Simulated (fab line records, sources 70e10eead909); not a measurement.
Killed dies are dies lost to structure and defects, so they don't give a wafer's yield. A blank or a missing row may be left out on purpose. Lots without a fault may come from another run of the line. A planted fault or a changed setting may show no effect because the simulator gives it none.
Which tool did it? | flow nand_harc | 13 lots, 39 wafers sampled, at 5 steps of a route of 1159

WHAT THE GAUGES READ, wafer by wafer
NHARC_END_SORT_01.
lot  | measured     | on        | killed_at_array | killed_at_other | killed_at_periphery | killed_dies | killed_open | killed_short
L685 | day 21 22:23 | prober-02 | 24 233 21       | 0 1 0           | 3 7 1               | 27 241 22   | 5 5 3       | 2 5 0
L687 | day 22 07:33 | prober-02 | 190 14 6        | 0 0 1           | 7 4 5               | 197 18 12   | 7 2 3       | 2 3 0
L692 | day 23 12:42 | prober-02 | 18 11 21        | 6 1 2           | 3 6 3               | 27 18 26    | 4 1 5       | 2 3 3

WHICH TOOL RAN EACH LOT (tool, then ch and the chambers of the sampled wafers, then the start)
lot  | NHARC_A_SLIT_DEP_23             | NHARC_A_SLIT_STRIP_18                         | NHARC_A_WL_FILL_ETCHBACK_04       | NHARC_A_WL_FILL_STRIP_27
L675 | pecvd-04 ch 0,1,2, day 14 12:27 | rie_diel-03 ch 1,2,3, day 15 07:13 or earlier | rie_metal-01 ch 0,1, day 15 07:13 | plasma_asher-01 ch 0,1, day 15 07:36
L678 | pecvd-02 ch 0,1,2, day 14 17:37 | rie_diel-03 ch 0,1,3, day 15 10:05 or earlier | rie_metal-01 ch 0,1, day 15 10:05 | plasma_asher-01 ch 0,1, day 15 10:29
L680 | pecvd-04 ch 0,1,2, day 15 00:47 | rie_diel-01 ch 1,2, day 15 16:23 or earlier   | rie_metal-03 ch 0,1, day 15 16:23 | plasma_asher-02 ch 0,1, day 15 16:44
L677 | pecvd-01 ch 0,1, day 15 02:13   | rie_diel-01 ch 0,1,3, day 15 19:06 or earlier | rie_metal-01 ch 0,1, day 15 19:06 | plasma_asher-02 ch 0,1, day 15 19:31
L681 | pecvd-02 ch 1,2, day 15 12:10   | rie_diel-03 ch 1,2,3, day 16 05:38 or earlier | rie_metal-02 ch 0,1, day 16 05:38 | plasma_asher-01 ch 0,1, day 16 06:31
L682 | pecvd-02 ch 0,1,2, day 15 23:51 | rie_diel-03 ch 0,2,3, day 16 21:48 or earlier | rie_metal-03 ch 0,1, day 16 21:48 | plasma_asher-01 ch 1, day 16 22:12
L683 | pecvd-02 ch 0,1,2, day 16 07:43 | rie_diel-01 ch 0,1,2, day 17 02:28 or earlier | rie_metal-01 ch 0,1, day 17 02:28 | plasma_asher-02 ch 0,1, day 17 02:50
L685 | pecvd-01 ch 0,1,2, day 16 21:28 | rie_diel-01 ch 1,2,3, day 17 15:35 or earlier | rie_metal-03 ch 0, day 17 15:35   | plasma_asher-01 ch 0,1, day 17 15:58
L687 | pecvd-04 ch 1,2, day 17 08:43   | rie_diel-10 ch 0,1,2, day 18 01:59 or earlier | rie_metal-03 ch 0,1, day 18 01:59 | plasma_asher-02 ch 0,1, day 18 02:22
L692 | pecvd-04 ch 1,2, day 18 19:32   | rie_diel-01 ch 1,2, day 19 12:34 or earlier   | rie_metal-02 ch 0,1, day 19 12:34 | plasma_asher-01 ch 0,1, day 19 13:10
L697 | pecvd-01 ch 1,2, day 19 13:04   | rie_diel-10 ch 1,3, day 20 15:38 or earlier   | rie_metal-02 ch 1, day 20 15:38   | plasma_asher-02 ch 0,1, day 20 16:12
L695 | pecvd-02 ch 0,1, day 19 13:14   | rie_diel-03 ch 0,2,3, day 20 17:59 or earlier | rie_metal-01 ch 0,1, day 20 17:59 | plasma_asher-01 ch 0,1, day 20 18:20
L698 | pecvd-02 ch 0,1,2, day 20 01:04 | rie_diel-03 ch 0,3, day 20 18:26 or earlier   | rie_metal-03 ch 0,1, day 20 18:26 | plasma_asher-01 ch 0,1, day 20 18:47
- NHARC_A_SLIT_DEP_23: deposits SiON, target thk 100 nm.
- NHARC_A_SLIT_STRIP_18: strips in O2.
- NHARC_A_WL_FILL_ETCHBACK_04: etches the open film in NF3, target depth 60 nm, time 120 s.
- NHARC_A_WL_FILL_STRIP_27: strips in N2/H2, time 20 s.

WHAT THE TOOLS THEMSELVES READ (means of the sampled wafers that have a number; where no wafer has one, the mark that the record gives instead)
NHARC_A_SLIT_DEP_23.
lot  | tool     | heater_power_w (W)
L675 | pecvd-04 | 650
L678 | pecvd-02 | 672
L680 | pecvd-04 | 724
L677 | pecvd-01 | 759
L681 | pecvd-02 | 697
L682 | pecvd-02 | 682
L683 | pecvd-02 | 704
L685 | pecvd-01 | 795
L687 | pecvd-04 | 711
L692 | pecvd-04 | 692
L697 | pecvd-01 | 837
L695 | pecvd-02 | 676
L698 | pecvd-02 | 682

NHARC_A_SLIT_STRIP_18.
lot  | tool        | drypump_motor_current_A (A) | oes_product_au (a.u.) | rf_vpp_V (V) | showerhead_plenum_p_Torr (Torr) | throttle_valve_pct (%)
L675 | rie_diel-03 | 5.5                         | 1.000                 | 57.6         | 3.36                            | 17.043
L678 | rie_diel-03 | 5.6                         | 1.001                 | 58.0         | 3.44                            | 17.042
L680 | rie_diel-01 | 6.2                         | 1.005                 | 58.1         | 3.48                            | 17.046
L677 | rie_diel-01 | 5.4                         | 0.992                 | 57.4         | 3.47                            | 17.036
L681 | rie_diel-03 | 5.5                         | 0.998                 | 57.1         | 3.35                            | 17.033
L682 | rie_diel-03 | 5.3                         | 1.004                 | 57.3         | 3.44                            | 17.044
L683 | rie_diel-01 | 5.7                         | 1.000                 | 57.7         | 3.50                            | 17.043
L685 | rie_diel-01 | 5.9                         | 1.002                 | 57.6         | 3.45                            | 17.038
L687 | rie_diel-10 | 5.5                         | 1.002                 | 57.9         | 3.60                            | 17.038
L692 | rie_diel-01 | 6.2                         | 1.001                 | 57.7         | 3.47                            | 17.045
L697 | rie_diel-10 | 5.9                         | 0.995                 | 58.5         | 3.59                            | 17.024
L695 | rie_diel-03 | 5.3                         | 1.003                 | 57.9         | 3.44                            | 17.037
L698 | rie_diel-03 | 5.4                         | 1.000                 | 58.2         | 3.52                            | 17.040

NHARC_A_WL_FILL_ETCHBACK_04.
lot  | tool         | drypump_motor_current_A (A) | he_backside_leak_sccm (sccm) | oes_product_au (a.u.)
L675 | rie_metal-01 | 5.69                        | 3.34                         | 1.005
L678 | rie_metal-01 | 5.68                        | 3.33                         | 1.005
L680 | rie_metal-03 | 5.77                        | 3.49                         | 1.006
L677 | rie_metal-01 | 5.70                        | 3.30                         | 1.001
L681 | rie_metal-02 | 5.48                        | 3.36                         | 0.994
L682 | rie_metal-03 | 5.86                        | 3.33                         | 0.991
L683 | rie_metal-01 | 5.66                        | 3.11                         | 0.998
L685 | rie_metal-03 | 5.72                        | 3.44                         | 0.942
L687 | rie_metal-03 | 5.85                        | 3.20                         | 0.925
L692 | rie_metal-02 | 5.42                        | 3.45                         | 1.011
L697 | rie_metal-02 | 5.42                        | 3.27                         | 0.996
L695 | rie_metal-01 | 5.68                        | 3.35                         | 1.007
L698 | rie_metal-03 | 5.85                        | 3.41                         | 0.988

NHARC_A_WL_FILL_STRIP_27.
lot  | tool            | drypump_motor_current_A (A) | heater_power_w (W)
L675 | plasma_asher-01 | 6.16                        | 327
L678 | plasma_asher-01 | 6.16                        | 313
L680 | plasma_asher-02 | 6.25                        | 333
L677 | plasma_asher-02 | 6.32                        | 339
L681 | plasma_asher-01 | 6.15                        | 324
L682 | plasma_asher-01 | 6.14                        | 320
L683 | plasma_asher-02 | 6.26                        | 342
L685 | plasma_asher-01 | 6.20                        | 321
L687 | plasma_asher-02 | 6.27                        | 341
L692 | plasma_asher-01 | 6.21                        | 319
L697 | plasma_asher-02 | 6.25                        | 337
L695 | plasma_asher-01 | 6.19                        | 317
L698 | plasma_asher-01 | 6.18                        | 314

THE ANSWER, worked out from the rows above alone
Rule: what is usual is taken from the lots themselves. Put in order of their means at a reading, lots are off if they are a third of the lots or fewer, leave a main group of 4 or more, and stand apart from it by a gap of 3 or more times the standard deviation of the main group's means; of several such gaps the widest counts. A main group whose means are all the same, to the digits that the tables above print for the reading, isn't used. A lot without any number at a reading at which 4 lots or more have one is off too. The other lots that the step has rows for count as sound. The gauges are gone through in route order, then the tools' own readings, and for those a lot's mean is taken as printed above. The first step at which some lot is off is used, and at that step the reading that is off furthest; a lot without a number counts as furthest.
Off: L685, L687, at NHARC_A_WL_FILL_ETCHBACK_04 (oes_product_au). The main group: mean 1.000 a.u., standard deviation 0.007.
A tool fits if, at that step or a process step before it, it ran every lot that is off, and no sound lot after the first of them. NHARC_A_SLIT_STRIP_18 gives no start for some lots, so the hours and the order of its lots are those of NHARC_A_WL_FILL_ETCHBACK_04. None of those tried fits.

WHAT THE SIMULATOR HAD PUT IN
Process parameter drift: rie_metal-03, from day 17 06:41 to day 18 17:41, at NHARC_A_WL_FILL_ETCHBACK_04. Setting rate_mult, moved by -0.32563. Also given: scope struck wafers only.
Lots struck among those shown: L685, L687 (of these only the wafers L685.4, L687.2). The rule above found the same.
